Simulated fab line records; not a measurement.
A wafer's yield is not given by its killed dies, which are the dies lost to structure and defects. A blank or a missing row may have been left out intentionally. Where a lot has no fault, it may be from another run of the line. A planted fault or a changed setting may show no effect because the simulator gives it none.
Chamber matching ; flow n5Finfet ; 4 sister chambers for N5_FIN_SAQP_ETCH_67 on rieDiel-03
The step etches SiNx in CH3F/O2, target depth 30 nm. 22 wafers are shown with their chamber, then 11 later ones without.

## EACH WAFER AND ITS CHAMBER
wafer;chamber;drypumpMotorCurrentA (A);rfVppV (V);throttleValvePct (%)
L076.1;3;6.5;301;16.56
L076.2;0;5.0;294;16.92
L076.5;3;6.5;301;16.57
L079.1;1;6.5;286;16.58
L079.4;1;6.5;288;16.60
L079.6;2;4.8;305;16.28
L085.1;3;6.5;301;16.59
L085.2;0;5.0;295;16.42
L085.5;1;6.5;287;16.62
L087.2;1;6.5;286;16.63
L087.3;0;5.0;294;16.43
L087.4;0;5.0;295;16.45
L089.2;0;5.0;296;16.44
L089.3;1;6.6;287;16.64
L089.6;0;5.0;294;16.44
L090.1;2;4.8;304;15.82
L090.2;1;6.6;286;16.65
L090.3;0;5.0;294;16.45
L091.2;2;4.8;305;15.81
L091.4;3;6.5;306;16.11
L091.5;0;5.0;295;16.44
L092.1;2;4.8;305;15.82

SIGNATURES, as means of the wafers listed above
reading;chamber 0;chamber 1;chamber 2;chamber 3;scatter within a chamber
drypumpMotorCurrentA;5.000;6.533;4.800;6.500;0.0272
rfVppV;294.62;286.67;304.75;302.25;1.22
throttleValvePct;16.4988;16.6200;15.9325;16.4575;0.172
Rule: for each reading, subtract the chamber's mean from the wafer's reading, divide by that reading's scatter and square the result; add these up over the readings and take the root, which gives the wafer's distance from the chamber. The wafer belongs to the nearest chamber; if the next one is less than 2 further off, it can't be placed. The scatter: take each reading less its chamber's mean, square it, sum over the shown wafers, divide by the number of wafers less the number of chambers, and take the root.

## WAFERS WITH NO CHAMBER GIVEN
wafer;drypumpMotorCurrentA (A);rfVppV (V);throttleValvePct (%)
L092.4;6.6;287;16.65
L092.6;6.5;307;16.08
L094.1;4.8;304;15.82
L094.2;6.6;286;16.66
L094.5;6.5;306;16.10
L095.2;5.0;295;16.46
L095.3;4.8;304;15.85
L095.5;5.0;293;16.47
L097.2;6.5;287;16.67
L097.3;6.5;305;16.11
L097.6;6.5;308;16.13

## CHAMBER TAKEN BY EACH
wafer;from the rows above;in truth
L092.4;1;1
L092.6;3;3
L094.1;2;2
L094.2;1;1
L094.5;3;3
L095.2;0;0
L095.3;2;2
L095.5;0;0
L097.2;1;1
L097.3;3;3
L097.6;3;3
Correct placement for 11 of the 11. Not placeable from these rows: 0. Number placed wrongly: 0.
